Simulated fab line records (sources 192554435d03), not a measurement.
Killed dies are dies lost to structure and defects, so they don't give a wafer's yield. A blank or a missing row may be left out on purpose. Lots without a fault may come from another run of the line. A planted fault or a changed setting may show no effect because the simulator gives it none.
Matching of chambers -- flow n5_finfet -- 4 sister chambers for N5_BEOL_M11_STRIP_19 on rie_diel-03
The step strips in O2. 16 wafers are shown with their chamber, then 8 later ones without.

WAFERS PAIRED WITH THEIR CHAMBERS
wafer,chamber,showerhead_plenum_p_Torr (Torr),oes_product_au (a.u.),throttle_valve_pct (%)
L074.3,1,2.19,0.73,16.84
L074.4,2,2.07,0.72,16.77
L074.5,1,2.19,0.73,16.84
L076.1,0,2.00,0.72,16.60
L076.3,1,2.19,0.72,16.85
L076.4,2,2.07,0.72,16.81
L086.1,2,2.06,0.71,16.85
L086.2,3,2.23,0.85,16.39
L086.3,1,2.18,0.71,16.89
L086.4,1,2.18,0.72,16.90
L086.5,3,2.23,0.85,16.41
L086.6,2,2.06,0.71,16.85
L090.3,0,2.00,0.70,16.65
L090.4,1,2.18,0.69,16.89
L090.5,0,2.00,0.71,16.65
L094.1,0,1.99,0.70,16.64

SIGNATURES (averages over the wafers above)
reading,chamber 0,chamber 1,chamber 2,chamber 3,scatter within a chamber
showerhead_plenum_p_Torr,1.9975,2.1850,2.0650,2.2300,0.0052
oes_product_au,0.7075,0.7167,0.7150,0.8500,0.0112
throttle_valve_pct,16.6350,16.8683,16.8200,16.4000,0.0291
Rule: a wafer lies at a distance from a chamber equal to the root of the sum of squares, over the readings, of (its reading less the chamber's mean, divided by the reading's scatter). If the next closest chamber is less than 2 further off than the closest, the wafer can't be placed; otherwise it belongs to the closest. How the scatter is found: for the shown wafers, subtract from each reading the mean of its chamber, square and add these, divide the total by (wafers less chambers), then take the root.

WAFERS WHOSE CHAMBER IS MISSING
wafer,showerhead_plenum_p_Torr (Torr),oes_product_au (a.u.),throttle_valve_pct (%)
L094.3,2.22,0.83,16.45
L094.4,2.06,0.69,16.88
L097.1,1.99,0.70,16.65
L097.2,2.06,0.68,16.86
L097.3,2.22,0.82,16.45
L097.4,2.18,0.69,16.93
L097.5,2.18,0.69,16.93
L097.6,2.06,0.69,16.88

THE CHAMBER EACH PASSED THROUGH
wafer,from the rows above,in truth
L094.3,3,3
L094.4,2,2
L097.1,0,0
L097.2,2,2
L097.3,3,3
L097.4,1,1
L097.5,1,1
L097.6,2,2
Correct placement for 8 of the 8. Left unplaced by these rows: 0. 0 placed wrongly.
